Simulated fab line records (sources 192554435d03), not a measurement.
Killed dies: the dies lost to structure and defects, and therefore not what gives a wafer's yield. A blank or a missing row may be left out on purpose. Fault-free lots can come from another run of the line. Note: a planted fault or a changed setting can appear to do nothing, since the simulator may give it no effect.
Code-filled problem report in 8D (eight disciplines) form    flow n5Finfet    the parts of the form that need people (team, actions taken, sign-off) are left out

## 1. THE PROBLEM
headPressurePsi at N5_HKMG_FIN_CMP_94 reads a mean of 5.292 psi on 3 wafers of 2 lots; wafers without a fault read 3.999 psi with a standard deviation of 0.0085. So: +99 or more standard deviations from the usual mean.
The step: polishes, stops on SiNx, t overpolish 4.7 s, target thk 43.299 nm.
First seen on wafer L849.1, day 6 19:58, on cmp-03. At this step, 30 wafers from 10 lots have a number in the record. The rule behind "out" and "out of limits": a value lying over 4 standard deviations away from the usual mean. The rest of the wafers with a number are treated as sound.

## 2. WHAT IT IS, WHAT IT ISN'T
question                     is                      is not
which readings at this step  headPressurePsi         -
which lots                   L849, L851              L840, L842, L845, L855, L856, L857, L858, L860
which wafers of those lots   L849.1, L851.2, L851.6  L849.5, L849.6, L851.3
read on which tools          cmp-03                  cmp-01, cmp-04
when                         from day 6 19:58        up to then (11 sound wafers); but 16 sound wafers of L851, L855, L856, L857, L858, L860 came after

## 3. SUSPECTS, AND WHAT RULES EACH OUT
Counting: any tool at a process step up to the reading remains a suspect provided it ran every lot that is out. Sound lots after the first of them don't rule it out here, since some wafers of a struck lot are sound.
- cmp-03 at N5_HKMG_FIN_CMP_23 (polishes, stops on SiNx, t overpolish 10 s, target thk 46.326 nm): kept. Ran every lot that is out, first one L849 (day 6 19:38); last sound lot up to then L845 (day 5 19:58).
- cmp-03 at N5_HKMG_FIN_CMP_94 (polishes, stops on SiNx, t overpolish 4.7 s, target thk 43.299 nm): kept. Ran every lot that is out, first one L849 (day 6 19:58); last sound lot up to then L845 (day 5 20:26). Its own headPressurePsi readings are out on those wafers.
- At N5_HKMG_FIN_CMP_23, inside cmp-03: chamber 0 took the wafers that are out, while their sound lot-mates went through chambers 1, 2, 3.
- At N5_HKMG_FIN_CMP_94, inside cmp-03: chamber 0 took the wafers that are out, while their sound lot-mates went through chambers 1, 2, 3.
What counting leaves: cmp-03 at N5_HKMG_FIN_CMP_23 and cmp-03 at N5_HKMG_FIN_CMP_94.

## 4. THE CAUSE (what the simulator had put in)
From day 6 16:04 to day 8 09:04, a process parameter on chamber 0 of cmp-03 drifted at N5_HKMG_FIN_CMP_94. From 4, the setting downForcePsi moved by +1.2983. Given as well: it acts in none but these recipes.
Counting leaves 2 suspects; this tool is one of them.

## 5. THE CHAIN OF EFFECTS, in route order
Each row: a reading whose mean over the struck wafers that have a number lies more than 3 standard deviations from the usual. Scope: only readings with a usual standard deviation given in the record; hours: median across lots of the time from each lot's start at the first step in this table that gives one to its start at this step; sigmas: change in usual standard deviations.
hours  step                reading          usual      on struck wafers  change  sigmas
0      N5_HKMG_FIN_CMP_94  headPressurePsi  3.999 psi  5.292             +1.293  +99 or more
0      N5_HKMG_FIN_CMP_94  motorCurrentA    12.5 A     16.4              +3.9    +3.9
Here are the process steps it includes:
- N5_HKMG_FIN_CMP_94: polishes, stops on SiNx, t overpolish 4.7 s, target thk 43.299 nm.
Later measuring or inspecting steps at which every struck wafer that the step has a row for has a number for every such reading, and none has moved that far: N5_HKMG_FIN_INSPECT_28, N5_BEOL_M4_RC_MEAS_101.

## 6. HOW IT WOULD HAVE BEEN CAUGHT EARLIER
The fault began at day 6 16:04; the first out-of-limits reading in this record came at day 6 19:58, 4 hours later.
